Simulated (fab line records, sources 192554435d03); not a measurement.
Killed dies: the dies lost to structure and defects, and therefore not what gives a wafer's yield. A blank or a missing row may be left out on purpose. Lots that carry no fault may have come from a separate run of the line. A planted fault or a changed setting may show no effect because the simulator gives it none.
fab line records	flow n5Finfet
record lots=5	wafers=15	lastDay=17
route steps=1938 shown MOL_CONTACT_COAG@539 PASSIVATION@1936
lots that met no fault: from a run of the same line without faults
startH: hours from the record's opening day to when the first of the lot's shown wafers began	waitH: time in hours since the lot's previous step	" same as the row above	L1.1+2: several wafers, shown together as one row	- no value, or no start given	* or withheld: withheld	< > ~ a bound
route shown NAME@n: a module of which the file shows steps, and the number in the route of the first	usual: mean and standard deviation over wafers with no fault	same: alike in all rows	chamber/n: place in a boat	sites: each site's reading	_std_site: the values' standard deviation	_edge_site: inner sites' mean taken away from outer sites' mean	radiusMm: how far each site lies from the wafer's centre	mask NAME#n: copy n	behind: the tool/chamber that last shaped the wafer	hold: what put the lot on hold/how long, in hours/how the hold closed	device: whichever transistor did not switch (one of n, p or np)	end of line: the tests these same wafers got at the end of their route	a step with no rows: only its recipe	killed: count of dies lost to structure and defects at first sort (not the wafer's yield)	map: shows each die of a wafer: x if killed, . if not, _ if none is there
set.NAME: setting as actually run; set.NAME@STEP: the setting as run at that earlier step	model.NAME: the simulator's own value behind a step, which no gauge read
lots seen at some steps along the route; tables by step, rows by wafer
services: from which hour (startH, from the record's first day; less than 0 if before it) a tool's chamber was out of use, for how many hours, and why
## steps
# step N5_MOL_CONTACT_COAG_STRIP_98
# recipe chemistry=N2/H2	powerW=500	tempC=40	pressureMtorr=50	rfFrequencyHz=6e+07	overashFraction=0.3	biasPowerW=8	h2Frac=0.5	n2FlowSccm=300	h2FlowSccm=300
# step N5_MOL_CONTACT_COAG_CD_MEAS_99
# recipe targetCdNm=17.2	polarity=opening
# usual cdNm=17.11/0.27
lot.wafer	tool	chamber	startH	waitH	cdNm
L394.2	cdSem-02	-	126.61	-	17.48
L394.3	"	-	"	"	17.25
L394.5	"	-	"	"	16.69
L396.1	cdSem-03	-	135.26	-	17.34
L396.4	"	-	"	"	17.49
L396.5	"	-	"	"	17.65
L398.4	cdSem-02	-	151.49	-	16.70
L398.5	"	-	"	"	17.24
L398.6	"	-	"	"	16.70
L400.1	cdSem-03	-	163.84	-	17.27
L400.4	"	-	"	"	17.25
L400.6	"	-	"	"	16.47
L407.1	cdSem-02	-	211.95	-	16.85
L407.2	"	-	"	"	17.39
L407.5	"	-	"	"	16.72
# step N5_MOL_CONTACT_COAG_IMPLANT_129
# recipe species=Ge	energyKev=3	doseCm2=6e+14	tiltDeg=0	rotationDeg=0
# step N5_MOL_CONTACT_COAG_PRECLEAN_111
# recipe chemistry=NF3:NH3	afsCycles=1	tempC=30	timeS=20	sublimationTempC=180	sublimationTimeS=60	pressureTorr=3	rfPowerW=30
# step N5_MOL_CONTACT_COAG_TI_SIL_19
# recipe material=Ti	targetThkA=42	tempC=200	chamberPressurePa=5	powerW=5000	timeS=15
# step N5_MOL_CONTACT_COAG_ALD_20
# recipe material=TiN	targetThkA=15	tempC=400	aldPrecursorFamily=TiCl4	aldCoReactant=NH3	pulseTimeS=1	purgeTimeS=3	coReactantPurgeTimeS=2	coReactantPulseTimeS=2	aldCycles=68	pressureTorr=3
# step N5_MOL_CONTACT_COAG_SIL_ANNEAL_21
# recipe tempC=550	timeS=60	ambient=N2
# step N5_MOL_CONTACT_COAG_PRE_CLEAN_141
# recipe gas=H2/He	timeS=60	tempC=300
# step N5_MOL_CONTACT_COAG_SPUTTER_143
# recipe material=Co	targetThkA=25	tempC=25	chamberPressurePa=0.2
# usual throttleValvePct=30.1/0.46
lot.wafer	tool	chamber	startH	waitH	throttleValvePct
L394.2	pvdSputter-03	-	128.72	0.0	29.8
L394.3	"	-	"	"	30.4
L394.5	"	-	"	"	30.6
L396.1	pvdSputter-03	-	136.69	0.0	29.8
L396.4	"	-	"	"	30.4
L396.5	"	-	"	"	30.4
L398.4	pvdSputter-02	-	153.22	0.0	30.5
L398.5	"	-	"	"	29.5
L398.6	"	-	"	"	30.3
L400.1	pvdSputter-03	-	167.32	0.0	30.1
L400.4	"	-	"	"	30.5
L400.6	"	-	"	"	30.3
L407.1	pvdSputter-01	-	216.94	0.0	29.6
L407.2	"	-	"	"	31.1
L407.5	"	-	"	"	29.7
# step N5_MOL_CONTACT_COAG_CO_FILL_22
# recipe material=Co	targetThkA=200	tempC=200	precursor=CCTBA/H2	pressureTorr=30
# step N5_MOL_CONTACT_COAG_ANNEAL_113
# recipe tempC=400	timeS=300	ambient=H2/N2
# step N5_MOL_CONTACT_COAG_PRE_CLEAN_142
# recipe gas=H2/He	timeS=60	tempC=300
# step N5_MOL_CONTACT_COAG_SPUTTER_130
# recipe material=Co	targetThkA=475	tempC=25	chamberPressurePa=0.5	powerW=3000
# usual throttleValvePct=30.1/0.42
lot.wafer	tool	chamber	startH	waitH	throttleValvePct
L394.2	pvdSputter-03	-	131.47	0.0	30.1
L394.3	"	-	"	"	30.6
L394.5	"	-	"	"	30.3
L396.1	pvdSputter-01	-	139.39	0.0	30.9
L396.4	"	-	"	"	29.8
L396.5	"	-	"	"	30.8
L398.4	pvdSputter-02	-	156.20	0.0	30.2
L398.5	"	-	"	"	30.0
L398.6	"	-	"	"	30.0
L400.1	pvdSputter-03	-	171.01	0.0	30.3
L400.4	"	-	"	"	30.1
L400.6	"	-	"	"	30.0
L407.1	pvdSputter-01	-	218.97	0.0	29.8
L407.2	"	-	"	"	31.0
L407.5	"	-	"	"	30.8
# step N5_MOL_CONTACT_COAG_PRECLEAN_125
# recipe chemistry=DIW	timeS=57.5	tempC=23
# step N5_MOL_CONTACT_COAG_SRD_126
# recipe dryTimeS=32	dry=n2Spin	spinRpm=1500
# step N5_MOL_CONTACT_COAG_CMP_23
# recipe stopOn=SiO2	tOverpolishS=1.5	postCmpClean=cuAlkaline	downForcePsi=2	platenRpm=50.289	padVelocityMS=1.0006	targetThkNm=0
# step N5_MOL_CONTACT_COAG_WET_ETCH_26
# recipe target=Co	targetDepthNm=13
# step N5_MOL_CONTACT_COAG_WET_ETCH_116
# recipe chemistry=SC1-inhibited	targetDepthNm=4.6	dry=ipaMarangoni	rinseTimeS=30	rinseTempC=23
# step N5_MOL_CONTACT_COAG_ALD_27
# recipe material=SiOC	targetThkA=170	tempC=400	aldPrecursorFamily=carbosiloxane	aldCoReactant=H2-plasma	pulseTimeS=1.5	timeS=2720	purgeTimeS=2	coReactantPurgeTimeS=2	aldCycles=340	pressureTorr=2
# step N5_MOL_CONTACT_COAG_CMP_28
# recipe stopOn=SiNx	tOverpolishS=0.85	postCmpClean=alkalineBrush	downForcePsi=4.15	platenRpm=51.8	padVelocityMS=1.0307	targetThkNm=14.522
# usual edgeZonePressureFrac=1.000/0.0049	motorCurrentA=12.4/0.72	timeToEndpointS=5.2/1.8
lot.wafer	tool	chamber	startH	waitH	edgeZonePressureFrac	motorCurrentA	timeToEndpointS
L394.2	cmp-04	2	134.04	0.8	1.004	13.3	8.9
L394.3	"	3	"	"	1.001	12.6	6.4
L394.5	"	2	"	"	1.000	13.1	7.5
L396.1	cmp-01	0	142.00	0.8	1.004	12.6	6.2
L396.4	"	3	"	"	1.000	11.9	8.0
L396.5	"	0	"	"	0.991	11.7	5.5
L398.4	cmp-03	2	158.77	0.0	0.992	12.1	5.7
L398.6	"	2	"	"	1.001	12.3	5.5
L398.5	"	3	"	"	1.006	12.0	8.1
L400.4	cmp-01	0	173.58	0.8	0.999	12.4	4.1
L400.1	"	3	"	"	1.004	11.6	5.8
L400.6	"	1	"	"	1.005	12.9	3.8
L407.2	cmp-04	1	221.74	0.8	0.997	12.3	4.8
L407.1	"	2	"	"	1.003	13.5	5.5
L407.5	"	0	"	"	1.002	11.9	3.8
# step N5_MOL_CONTACT_COAG_THK_MEAS_29
# recipe reads=SiNx_of_GATE_CUT_PECVD_57+SiNx_of_GATE_CUT_SAC_CAP_01
# usual MD_CAP_THK=17.92/0.072
lot.wafer	tool	chamber	startH	waitH	MD_CAP_THK[nm]
L394.2	filmMetro-02	-	134.33	-	17.96
L394.3	"	-	"	"	17.89
L394.5	"	-	"	"	17.94
L396.1	filmMetro-01	-	142.29	-	17.93
L396.4	"	-	"	"	17.86
L396.5	"	-	"	"	18.04
L398.4	filmMetro-01	-	159.07	-	17.98
L398.5	"	-	"	"	17.88
L398.6	"	-	"	"	17.88
L400.1	filmMetro-02	-	173.88	-	17.99
L400.4	"	-	"	"	17.93
L400.6	"	-	"	"	17.80
L407.1	filmMetro-01	-	222.00	-	17.72
L407.2	"	-	"	"	17.87
L407.5	"	-	"	"	17.80
# step N5_MOL_CONTACT_COAG_ALD_123
# recipe material=SiNx	targetThkA=50	tempC=400	aldPrecursorFamily=SiH2I2	aldCoReactant=N2/H2-plasma	pulseTimeS=1	purgeTimeS=2	coReactantPurgeTimeS=2	aldCycles=100	pressureTorr=2
# step N5_MOL_CONTACT_COAG_PECVD_31
# recipe material=SiO2	targetThkA=460	tempC=400	precursor=TEOS/O2	pressureTorr=6.5	rfW=withheld	teosFlowSccm=withheld	gas=O2	flowSccm=2650	timeS=8.9
# step N5_MOL_CONTACT_COAG_COAT_75
# recipe resist=SOC	tempC=250	timeS=60	spinRpm=1500	resistThkNm=60
# step N5_MOL_CONTACT_COAG_COAT_76
# recipe resist=SiARC	tempC=220	timeS=60	spinRpm=1500	resistThkNm=10
# step N5_MOL_CONTACT_COAG_COAT_77
# recipe resist=underlayer	tempC=205	timeS=60	spinRpm=1500	resistThkNm=10
# step N5_MOL_CONTACT_COAG_COAT_78
# recipe resist=CAR-EUV	spinRpm=1500	resistThkNm=40
# step N5_MOL_CONTACT_COAG_EBR_80
# recipe solvent=PGMEA	ebrWidthMm=1.5
# step N5_MOL_CONTACT_COAG_SOFTBAKE_79
# recipe tempC=110	timeS=60	resist=CAR-EUV
# step N5_MOL_CONTACT_COAG_EXPOSE_81
# recipe maskId=VG	na=0.33	sourceShape=annular	sigmaInner=0.3	sigmaOuter=0.7	polarization=unpolarized	defocusNm=0	doseMj=59.5
# step N5_MOL_CONTACT_COAG_PEB_82
# recipe pebTempC=100	pebTimeS=60	resist=CAR-EUV
# step N5_MOL_CONTACT_COAG_DEVELOP_83
# recipe developTimeS=30	developer=TMAH	resist=CAR-EUV	rinseLiquid=surfactantRinse	dry=airSpin	devTempC=23
# step N5_MOL_CONTACT_COAG_CD_MEAS_84
# recipe targetCdNm=25.1	landingEnergyEv=500	detector=seInlens	polarity=opening
# usual cdNm=25.10/0.25
lot.wafer	tool	chamber	startH	waitH	cdNm
L394.2	cdSem-02	0	135.22	-	25.19
L394.3	"	0	"	"	24.99
L394.5	"	0	"	"	25.19
L396.1	cdSem-01	0	145.32	-	25.72
L396.4	"	0	"	"	24.99
L396.5	"	0	"	"	25.55
L398.4	cdSem-01	0	159.96	-	24.99
L398.5	"	0	"	"	25.07
L398.6	"	0	"	"	24.96
L400.1	cdSem-03	0	174.91	-	25.50
L400.4	"	0	"	"	25.44
L400.6	"	0	"	"	24.85
L407.1	cdSem-01	0	223.01	-	25.31
L407.2	"	0	"	"	25.61
L407.5	"	0	"	"	25.16
# step N5_MOL_CONTACT_COAG_OVL_MEAS_85
# recipe pointsPerWafer=522
# usual VG_OVL=-0.8/0.74
lot.wafer	tool	chamber	startH	waitH	VG_OVL[nm]
L394.2	overlay-02	0	135.25	0.0	-0.1
L394.3	"	0	"	"	-0.7
L394.5	"	0	"	"	-0.1
L396.1	overlay-02	0	145.35	0.0	-1.6
L396.4	"	0	"	"	-1.0
L396.5	"	0	"	"	-1.1
L398.4	overlay-01	0	160.00	0.0	-0.4
L398.5	"	0	"	"	-1.4
L398.6	"	0	"	"	-0.1
L400.1	overlay-01	0	174.94	0.0	-2.4
L400.4	"	0	"	"	-1.1
L400.6	"	0	"	"	-0.7
L407.1	overlay-01	0	223.04	0.0	0.0
L407.2	"	0	"	"	-1.1
L407.5	"	0	"	"	-0.1
# step N5_MOL_CONTACT_COAG_DESCUM_88
# recipe chemistry=O2	timeS=7	sourcePowerW=50	biasPowerW=20	pressureMtorr=20	rfFrequencyHz=2.712e+07	tempC=40	resist=CAR-EUV	o2FlowSccm=225
# step N5_MOL_CONTACT_COAG_ETCH_89
# recipe chemistry=N2/H2	target=underlayer	targetDepthA=130	maskMaterial=CAR-EUV	timeS=10.4	ionEnergyEv=200	pressureMtorr=30	sourceW=840	biasW=150	n2FlowSccm=200	h2FlowSccm=200	ends=cleared
# usual biasW=150.0/0.45	drypumpMotorCurrentA=5.6/0.48	etchRfOnTimeS=10.32/0.2	oesProductAu=0.69/0.073	rfVppV=523.9/1.8	showerheadPlenumPTorr=2.55/0.058	throttleValvePct=17.79/0.27
lot.wafer	tool	chamber	startH	waitH	biasW	drypumpMotorCurrentA	etchRfOnTimeS	oesProductAu	rfHoursCounterH	rfVppV	showerheadPlenumPTorr	throttleValvePct
L394.2	rieDiel-02	0	135.37	0.0	150.2	5.0	10.89	0.57	241	519.7	2.40	18.10
L394.3	"	2	"	"	149.3	4.9	10.53	0.69	89	525.2	2.57	18.06
L394.5	"	1	"	"	149.7	6.7	10.42	0.82	-	521.0	2.50	17.67
L396.1	rieDiel-04	1	145.75	0.0	150.3	5.5	10.45	0.62	188	523.8	2.53	18.04
L396.4	"	0	"	"	149.7	6.3	10.35	0.73	43	525.7	2.59	17.29
L396.5	"	0	"	"	149.8	6.3	10.33	0.72	-	526.0	2.59	17.28
L398.4	rieDiel-06	1	160.11	0.0	150.2	5.3	10.46	0.78	11	525.4	2.60	17.74
L398.5	"	3	"	"	150.2	5.0	10.46	0.62	-	524.2	2.53	18.13
L398.6	"	0	"	"	150.1	5.8	10.28	0.62	-	523.1	2.52	17.87
L400.1	rieDiel-04	2	175.23	0.0	150.4	5.2	10.03	0.78	42	525.3	2.58	17.53
L400.4	"	0	"	"	149.9	6.2	10.25	0.73	54	524.4	2.58	17.30
L400.6	"	1	"	"	150.1	5.5	10.31	0.62	-	523.5	2.52	18.04
L407.1	rieDiel-04	2	223.16	0.0	149.3	5.2	9.93	0.76	58	525.1	2.57	17.57
L407.2	"	3	"	"	149.5	5.5	10.21	0.66	127	523.6	2.55	17.91
L407.5	"	0	"	"	150.4	6.3	10.17	0.71	-	525.4	2.58	17.33
# step N5_MOL_CONTACT_COAG_ETCH_90
# recipe chemistry=CF4	target=SiARC	targetDepthA=130	maskMaterial=CAR-EUV	timeS=21.7	ionEnergyEv=80	pressureMtorr=40	sourceW=545	biasW=36	Ar_flow_sccm=100	cf4FlowSccm=100	ends=cleared
# step N5_MOL_CONTACT_COAG_ALD_131
# recipe material=SiO2	targetThkA=50	tempC=100	aldPrecursorFamily=BDEAS	aldCoReactant=O2-plasma	pulseTimeS=1	coReactantPulseTimeS=1	purgeTimeS=2	coReactantPurgeTimeS=2	aldCycles=35	pressureTorr=2
# usual heaterPowerW=80/8.3	precursorPulseHeightRel=0.999/0.021
lot.wafer	tool	chamber	startH	waitH	heaterPowerW	precursorPulseHeightRel
L394.2	aldSin-03	0	136.19	0.8	78	0.976
L394.3	"	3	"	"	93	0.987
L394.5	"	0	"	"	77	0.973
L396.1	aldSin-04	1	146.13	0.3	92	0.989
L396.4	"	3	"	"	81	1.028
L396.5	"	1	"	"	90	1.001
L398.4	aldSin-03	0	160.21	0.1	77	1.027
L398.5	"	3	"	"	96	1.007
L398.6	"	2	"	"	78	1.028
L400.1	aldSin-03	1	175.33	0.1	80	1.000
L400.4	"	2	"	"	78	0.965
L400.6	"	0	"	"	75	1.002
L407.1	aldSin-03	0	223.26	0.1	78	1.018
L407.2	"	2	"	"	82	0.963
L407.5	"	2	"	"	80	1.004
# step N5_MOL_CONTACT_COAG_ETCHBACK_132
# recipe chemistry=CHF3	target=SiO2	targetDepthA=100	timeS=6.7	ionEnergyEv=200	pressureMtorr=30	sourceW=610	biasW=170	Ar_flow_sccm=200	CHF3_flow_sccm=50
# usual CHF3_flow_sccm=50.00/0.15	biasW=170.0/0.52	drypumpMotorCurrentA=5.6/0.54	oesProductAu=0.82/0.09	rfVppV=523/5.5	showerheadPlenumPTorr=2.39/0.064	throttleValvePct=18.64/0.21
lot.wafer	tool	chamber	startH	waitH	CHF3_flow_sccm	biasW	drypumpMotorCurrentA	oesProductAu	rfHoursCounterH	rfVppV	showerheadPlenumPTorr	throttleValvePct
L394.2	rieDiel-06	0	136.37	0.1	50.01	169.9	5.8	0.72	189	521	2.37	18.71
L394.3	"	1	"	"	50.24	170.2	5.3	0.94	3	524	2.43	18.64
L394.5	"	1	"	"	50.04	170.1	5.3	0.95	-	525	2.43	18.65
L396.1	rieDiel-06	2	146.35	0.1	50.19	170.0	6.1	0.87	30	522	2.34	18.64
L396.4	"	0	"	"	50.16	169.8	5.8	0.72	193	521	2.37	18.70
L396.5	"	3	"	"	49.78	170.6	5.0	0.71	-	518	2.35	18.86
L398.4	rieDiel-04	1	160.39	0.1	50.00	170.5	5.5	0.72	193	519	2.36	18.80
L398.5	"	3	"	"	49.98	172.0	5.5	0.80	-	529	2.40	18.73
L398.6	"	2	"	"	49.99	170.0	5.2	0.92	-	524	2.43	18.46
L400.1	rieDiel-02	2	175.51	0.1	50.08	170.8	4.9	0.79	105	520	2.39	18.84
L400.4	"	1	"	"	50.16	170.1	6.7	0.93	-	515	2.32	18.50
L400.6	"	3	"	"	49.67	170.2	5.9	0.88	-	529	2.51	18.44
L407.1	rieDiel-04	0	223.44	0.1	49.90	170.5	6.2	0.82	70	531	2.42	18.30
L407.2	"	1	"	"	49.92	169.6	5.5	0.71	214	518	2.35	18.84
L407.5	"	0	"	"	50.14	170.1	6.2	0.82	-	532	2.42	18.27
# step N5_PASSIVATION_PROBE_49
# usual killed_at_M0_to_M3=33/8.9	killed_at_M4_up=15/5.4	killedAtContacts=13/5.8	killedAtFrontEnd=39/9.9	killedAtOther=3.2/2.9	killedDies=102/15	killedOpen=68/12	killedShort=34/7.6
# same grossDies=1180	killedAtBackSide=0
lot.wafer	tool	chamber	startH	waitH	killed_at_M0_to_M3	killed_at_M4_up	killedAtContacts	killedAtFrontEnd	killedAtOther	killedDies	killedOpen	killedShort
L394.2	prober-02	-	306.18	0.1	19	8	5	29	1	62	39	22
L394.3	prober-02	-	306.23	0.1	23	7	8	27	3	68	43	25
L394.5	prober-02	-	306.33	0.2	26	10	9	36	1	82	41	41
L400.1	prober-01	-	332.55	0.0	50	11	13	36	1	111	76	34
L400.4	prober-01	-	332.70	0.2	37	10	5	33	0	85	59	25
L400.6	prober-01	-	332.80	0.3	39	11	118	43	5	216	79	29
L407.1	prober-01	-	402.48	0.0	42	13	18	27	10	110	73	37
L407.2	prober-01	-	402.53	0.1	18	15	25	35	2	95	82	12
L407.5	prober-01	-	402.68	0.2	23	8	20	38	3	92	64	28
# killed by level:class
L394.2 STI_FIN_REVEAL:geometricParticle:open=12 BEOL_M2:geometricParticle:open=6 GATE_CUT:geometricParticle:short=5 BEOL_M0_SAQP:geometricParticle:open=5 STI_FIN_REVEAL:geometricParticle:short=4 MOL_CONTACT_COAG:geometricParticle:open=4 FIN_SAQP:geometricParticle:short=3 BEOL_M4:geometricParticle:open=3
L394.3 STI_FIN_REVEAL:geometricParticle:open=7 MOL_CONTACT_COAG:geometricParticle:open=7 BEOL_M0_SAQP:geometricParticle:short=6 DUMMY_GATE:geometricParticle:open=5 BEOL_M2:geometricParticle:open=5 BEOL_M3:geometricParticle:open=5 BEOL_M0_SAQP:geometricParticle:open=4 FIN_SAQP:geometricParticle:short=3
L394.5 BEOL_M0_SAQP:geometricParticle:short=10 FIN_SAQP:geometricParticle:short=6 GATE_CUT:geometricParticle:short=6 MOL_CONTACT_COAG:geometricParticle:open=6 STI_FIN_REVEAL:geometricParticle:open=5 BEOL_M2:geometricParticle:open=5 FIN_SAQP:geometricParticle:open=4 BEOL_M0_SAQP:geometricParticle:open=4
L400.1 BEOL_M3:geometricParticle:open=14 BEOL_M2:geometricParticle:open=10 FIN_SAQP:geometricParticle:short=8 MOL_CONTACT_COAG:geometricParticle:open=8 FIN_SAQP:geometricParticle:open=7 BEOL_M0_SAQP:geometricParticle:open=6 BEOL_M1:geometricParticle:open=6 BEOL_M4:geometricParticle:open=6
L400.4 BEOL_M1:geometricParticle:open=10 BEOL_M3:geometricParticle:open=9 FIN_SAQP:geometricParticle:open=7 STI_FIN_REVEAL:geometricParticle:open=6 FIN_SAQP:geometricParticle:short=5 GATE_CUT:geometricParticle:short=5 BEOL_M0_SAQP:geometricParticle:short=5 BEOL_M2:geometricParticle:open=5
L400.6 MOL_CONTACT_COAG:unspecified=107 STI_FIN_REVEAL:geometricParticle:open=21 BEOL_M2:geometricParticle:open=12 FIN_SAQP:geometricParticle:open=10 BEOL_M3:geometricParticle:open=9 MOL_CONTACT_COAG:geometricParticle:open=8 BEOL_M0_SAQP:geometricParticle:open=7 BEOL_M0_SAQP:geometricParticle:short=6
L407.1 MOL_CONTACT_COAG:geometricParticle:open=17 BEOL_M0_SAQP:geometricParticle:short=13 BEOL_M2:geometricParticle:open=10 STARTING-WAFER:geometricParticle:open=7 BEOL_M0_SAQP:geometricParticle:open=6 MIM_TOP_ETCH:geometricParticle:open=6 BEOL_M3:geometricParticle:open=6 GATE_CUT:geometricParticle:short=4
L407.2 MOL_CONTACT_COAG:geometricParticle:open=20 FIN_SAQP:geometricParticle:open=14 STI_FIN_REVEAL:geometricParticle:open=11 BEOL_M4:geometricParticle:open=9 BEOL_M2:geometricParticle:open=8 MOL_CONTACT_COAG:geometricParticle:short=5 DUMMY_GATE:geometricParticle:open=3 BEOL_M1:geometricParticle:open=3
L407.5 MOL_CONTACT_COAG:geometricParticle:open=15 FIN_SAQP:geometricParticle:open=9 BEOL_M3:geometricParticle:open=8 BEOL_M4:geometricParticle:open=6 FIN_SAQP:geometricParticle:short=5 STI_FIN_REVEAL:geometricParticle:open=5 MOL_CONTACT_COAG:geometricParticle:short=5 GATE_CUT:geometricParticle:short=4
# map L400.6 (x killed, . not)
_________________..........x.________________
______________...x............x._____________
___________....................x...__________
__________x..............x...x......_________
________.x..........................xx_______
_______..........x.....x.........x.....______
______......xx......x.......x..........._____
_____.........x.....x.......x........x...____
____x...x.....x.......x....x...x..........___
___x......x...................x............__
___.x.............x..x................xx...__
__.........x.x...........x.................x_
__...x...........x.........................._
_....x................x.........x...........x
_.x..........x..x.......x..x.x.x.xx.x..xx....
_..........x........x...........x..x.xx..x...
_.............................x...xxxxxxxxxx.
_x.....................x........xxxxxxxxxx...
_..........x......x....x....x.xxxxxxxxxxxx..x
_............xx............x..xxxxxxxxxxxxx..
_x....x.x..........x.........xxxxxxxxxxxx.x.x
__................x...........xxxxxxxxxxxx.x_
__....x...x.x................x..xxxxxxxxxxx._
___..........x..................xxxxxxxxx..__
___...........................x.x.xxxxxxx..__
____..............xx.x...........xx.xx....___
_____.x............x..............xxx....____
______......x..xx.......x...xx.........._____
_______.x........xxx...............x...______
________...............x...........x.x_______
__________...............x.x.x......_________
___________..........x.............__________
______________.................._____________
_________________............________________
# map L394.5 (x killed, . not)
_________________...........x________________
______________.................._____________
___________..........x........x.xx.__________
__________....x....................._________
________...................x.........._______
_______........x.......................______
______..x.........x..x....x...x........._____
_____...............x....................____
____.........x...x.x......................___
___....x...................................__
___.......x...............x..............x.__
__........x.......xx........................_
__...x..............x.x..............x.x...._
_................x......x.....x..............
_........................x...................
_.x.......x................x..x..............
_..........x................x................
_..x.x.........x........x..........x.........
_.......x..................x.x...............
_...x............x...............x...x..x....
_...x.........x...x..........................
__...x....................x......x.........._
__......................................x..._
___x.....x......x...............x..........__
___.......x.....x..xx.................x..x.__
____.........................x...x......x.___
_____........x...........................____
______.................................._____
_______....x.........x................x______
________......................x......._______
__________x......x............x....._________
___________........................__________
______________..............x..._____________
_________________...........x________________
## services
tool	chamber	startH	hours	kind
rieDiel-06	1	107.30	-	clean
rieDiel-06	1	107.30	-	consumableReplace:focusRing
rieDiel-04	1	107.47	3.4	repair
pvdSputter-03	-	118.23	5.8	repair
cmp-01	-	129.65	4.0	pm
cmp-01	-	137.34	3.7	repair
aldSin-03	1	141.84	10.6	repair
aldSin-03	-	144.84	14.6	pm
cmp-04	-	145.72	5.4	pm
rieDiel-06	-	153.59	1.2	repair
cmp-04	-	153.98	1.3	repair
pvdSputter-01	-	164.86	1.5	repair
cmp-01	-	167.41	5.2	pm
aldSin-03	-	167.85	0.5	repair
cmp-01	-	173.97	1.1	repair
rieDiel-06	1	175.24	16.7	repair
aldSin-04	0	179.12	45.6	repair
pvdSputter-02	-	187.05	3.7	repair
rieDiel-02	3	196.56	2.4	repair
cmp-03	-	210.09	40.3	repair
cmp-04	-	213.26	4.0	pm
rieDiel-02	-	217.41	0.9	repair
cmp-04	-	218.03	3.4	repair
rieDiel-02	-	221.67	28.1	pm
## key
firstSign step=N5_PASSIVATION_PROBE_49	reading=killedAtContacts	direction=up	sigmas=18	usual=13	struck=118
effect step=N5_PASSIVATION_PROBE_49	reading=killedDies	direction=up	sigmas=7.5	usual=102	struck=216
moreKillsBornAt N5_MOL_CONTACT_COAG_SPUTTER_130@pvdSputter-03=107
metAt N5_MOL_CONTACT_COAG_SPUTTER_130
struckWafers L400.6
testerLeftOut L400
fault kind=chamberParticleSource	tool=pvdSputter-03	chamber=-	onsetH=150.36	steps=N5_MOL_CONTACT_COAG_SPUTTER_130	ratePerVisitCm2=0.51459	endH=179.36	scope=struckWafersOnly
# testerLeftOut: of these lots the tester's yield and bins aren't shown, on N5 and GAA mostly nor the transistor test; their killed dies are dies lost to structure and defects alone, not to doping, threshold or leakage, so they don't give the yield
